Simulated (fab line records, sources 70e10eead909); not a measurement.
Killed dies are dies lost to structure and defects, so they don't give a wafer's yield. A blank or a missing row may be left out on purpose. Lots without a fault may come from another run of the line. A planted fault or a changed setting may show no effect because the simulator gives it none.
Chamber matching | flow nand_harc | NHARC_A_M0_PRE_CLEAN_31 on pecvd-04: 3 sister chambers
The step time 12 s. 14 wafers are shown with their chamber, then 7 later ones without.

WAFERS WITH THEIR CHAMBER
wafer  | chamber | heater_power_w (W) | heater_power_outer_w (W)
L966.4 | 2       | 675                | 391
L966.5 | 1       | 673                | 387
L966.6 | 0       | 620                | 364
L971.2 | 2       | 739                | 421
L971.4 | 2       | 742                | 418
L971.6 | 1       | 699                | 405
L974.2 | 1       | 585                | 332
L974.3 | 2       | 685                | 395
L974.4 | 1       | 585                | 317
L976.1 | 1       | 654                | 371
L976.2 | 0       | 605                | 355
L976.4 | 1       | 659                | 368
L975.2 | 2       | 612                | 341
L975.3 | 0       | 611                | 367

SIGNATURES (means of the wafers above)
reading              | chamber 0 | chamber 1 | chamber 2 | scatter within a chamber
heater_power_w       | 612.00    | 642.50    | 690.60    | 45.4
heater_power_outer_w | 362.00    | 363.33    | 393.20    | 29.7
Rule: a wafer's distance from a chamber is the root of the sum, over the readings, of the square of ((its reading less the chamber's mean) divided by the reading's scatter). The wafer belongs to the nearest chamber; if the next one is less than 2 further off, it can't be placed. The scatter: the root of (the sum of the squares of (reading less its chamber's mean) over the shown wafers, divided by (wafers less chambers)).

WAFERS WITHOUT THEIR CHAMBER
wafer  | heater_power_w (W) | heater_power_outer_w (W)
L975.6 | 621                | 371
L981.3 | 605                | 342
L981.4 | 583                | 332
L981.5 | 599                | 343
L982.1 | 658                | 372
L982.4 | 710                | 398
L982.5 | 655                | 362

WHICH CHAMBER EACH WENT THROUGH
wafer  | from the rows above          | in truth
L975.6 | can't be placed: 0 or 1 or 2 | 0
L981.3 | can't be placed: 0 or 1 or 2 | 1
L981.4 | can't be placed: 0 or 1 or 2 | 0
L981.5 | can't be placed: 0 or 1 or 2 | 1
L982.1 | can't be placed: 1 or 2 or 0 | 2
L982.4 | can't be placed: 2 or 1      | 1
L982.5 | can't be placed: 1 or 0 or 2 | 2
Placed correctly: 0 of 7. Can't be placed from these rows: 7 (the true chamber is among the candidates in 7). Placed wrongly: 0.
